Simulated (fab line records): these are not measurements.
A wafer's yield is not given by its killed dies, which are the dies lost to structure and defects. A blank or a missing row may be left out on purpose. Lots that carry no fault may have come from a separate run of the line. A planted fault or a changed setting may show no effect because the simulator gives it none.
Matching of chambers	flow nand_harc	NHARC_P_GATE_DESCUM_93 on rie_diel-07 has 4 sister chambers
The step chemistry O2, time 3 s. 22 wafers are shown with their chamber, then 11 later ones without.

== WAFERS, EACH WITH ITS CHAMBER ==
wafer	chamber	drypump_motor_current_A (A)	oes_product_au (a.u.)	rf_vpp_V (V)
L075.1	1	5.9	1.001	59.1
L075.5	2	6.2	0.986	59.1
L075.6	3	6.1	1.013	58.1
L079.1	1	5.9	0.994	57.7
L079.2	0	5.6	1.020	59.0
L079.6	3	6.2	1.007	57.0
L081.1	1	5.9	1.003	58.0
L081.2	0	5.6	1.021	58.5
L081.4	0	5.6	1.012	57.2
L080.3	1	5.9	0.998	58.6
L080.5	1	5.9	0.995	58.2
L080.6	3	6.2	0.997	56.9
L082.4	0	5.7	1.012	59.0
L082.5	0	5.6	1.000	58.2
L082.6	3	6.2	0.998	56.7
L083.4	3	6.1	1.003	57.9
L083.5	1	5.8	0.992	57.0
L083.6	2	6.2	0.987	58.9
L088.1	0	5.6	1.018	58.4
L088.3	1	5.9	1.010	57.9
L088.6	1	5.9	1.013	58.2
L087.1	2	6.2	0.991	58.6

SIGNATURES (means of the wafers above)
reading	chamber 0	chamber 1	chamber 2	chamber 3	scatter within a chamber
drypump_motor_current_A	5.617	5.888	6.200	6.160	0.0402
oes_product_au	1.01383	1.00075	0.98800	1.00360	0.00706
rf_vpp_V	58.383	58.087	58.867	57.320	0.607
Rule: for each reading, subtract the chamber's mean from the wafer's reading, divide by that reading's scatter and square the result; add these up over the readings and take the root, which gives the wafer's distance from the chamber. If the next closest chamber is less than 2 further off than the closest, the wafer can't be placed; otherwise it belongs to the closest. How the scatter is found: for the shown wafers, subtract from each reading the mean of its chamber, square and add these, divide the total by (wafers less chambers), then take the root.

== WAFERS WHOSE CHAMBER IS MISSING ==
wafer	drypump_motor_current_A (A)	oes_product_au (a.u.)	rf_vpp_V (V)
L087.5	5.9	0.997	57.6
L087.6	5.6	1.015	58.4
L086.1	5.6	1.001	58.6
L086.3	6.2	0.991	57.9
L086.6	5.6	1.007	58.4
L092.1	6.2	0.996	57.2
L092.2	6.2	1.006	56.9
L092.5	6.2	0.994	59.3
L094.1	5.6	1.012	58.0
L094.2	6.2	1.007	57.5
L094.4	6.2	1.000	57.8

== THE CHAMBER EACH PASSED THROUGH ==
wafer	from the rows above	in truth
L087.5	1	1
L087.6	0	0
L086.1	0	0
L086.3	can't be placed: 2 or 3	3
L086.6	0	0
L092.1	can't be placed: 3 or 2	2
L092.2	3	3
L092.5	2	2
L094.1	0	0
L094.2	3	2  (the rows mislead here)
L094.4	can't be placed: 3 or 2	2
Placed correctly: 7 of 11. Unplaceable from these rows: 3, with the true chamber sitting among the candidates in 3. Placed wrongly: 1.
